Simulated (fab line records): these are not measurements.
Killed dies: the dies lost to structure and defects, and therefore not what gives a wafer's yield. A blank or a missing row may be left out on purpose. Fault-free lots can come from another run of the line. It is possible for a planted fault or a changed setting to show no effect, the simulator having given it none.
Chamber matching + flow nand-harc + 4 sister chambers for NHARC_A_STAIRCASE_TRIM_20 on rie-diel-02
The step chemistry O2, time 211.2 s. 8 wafers are shown with their chamber, then 11 later ones without.

## EACH WAFER AND ITS CHAMBER
| wafer  | chamber | showerhead-plenum-p-Torr (Torr) | drypump-motor-current-A (A) |
|--------|---------|---------------------------------|-----------------------------|
| L078.3 | 0       | 3.34                            | 5.9                         |
| L084.1 | 1       | 3.70                            | 6.1                         |
| L084.5 | 3       | 3.33                            | 6.0                         |
| L084.6 | 2       | 3.46                            | 5.7                         |
| L088.1 | 3       | 3.33                            | 6.0                         |
| L088.2 | 0       | 3.33                            | 6.0                         |
| L088.4 | 2       | 3.45                            | 5.7                         |
| L091.4 | 1       | 3.70                            | 6.1                         |

## WAFERS WITH NO CHAMBER GIVEN
| wafer  | showerhead-plenum-p-Torr (Torr) | drypump-motor-current-A (A) |
|--------|---------------------------------|-----------------------------|
| L091.5 | 3.33                            | 6.0                         |
| L091.6 | 3.32                            | 6.0                         |
| L089.3 | 3.33                            | 6.0                         |
| L089.5 | 3.45                            | 5.7                         |
| L089.6 | 3.32                            | 6.0                         |
| L095.3 | 3.44                            | 5.7                         |
| L095.5 | 3.69                            | 6.2                         |
| L095.6 | 3.44                            | 5.7                         |
| L097.1 | 3.32                            | 6.0                         |
| L097.3 | 3.69                            | 6.1                         |
| L097.4 | 3.32                            | 6.0                         |

## WHICH CHAMBER EACH WENT THROUGH
| wafer  | from the rows above     | in truth |
|--------|-------------------------|----------|
| L091.5 | can't be placed: 3 or 0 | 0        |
| L091.6 | can't be placed: 3 or 0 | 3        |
| L089.3 | can't be placed: 3 or 0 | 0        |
| L089.5 | 2                       | 2        |
| L089.6 | can't be placed: 3 or 0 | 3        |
| L095.3 | 2                       | 2        |
| L095.5 | 1                       | 1        |
| L095.6 | 2                       | 2        |
| L097.1 | can't be placed: 3 or 0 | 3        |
| L097.3 | 1                       | 1        |
| L097.4 | can't be placed: 3 or 0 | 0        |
Correct placement for 5 of the 11. Unplaceable from these rows: 6, with the true chamber sitting among the candidates in 6. Wrongly placed: 0.
How it was worked out, from the rows above alone: a wafer's distance from a chamber is the root of the sum, over the readings, of the square of ((its reading less the chamber's mean) divided by the reading's scatter). The wafer belongs to the nearest chamber; if the next one is less than 2 further off, it can't be placed. For every chamber, the mean is computed from those of its wafers that are shown. How the scatter is found: for the shown wafers, subtract from each reading the mean of its chamber, square and add these, divide the total by (wafers less chambers), then take the root.
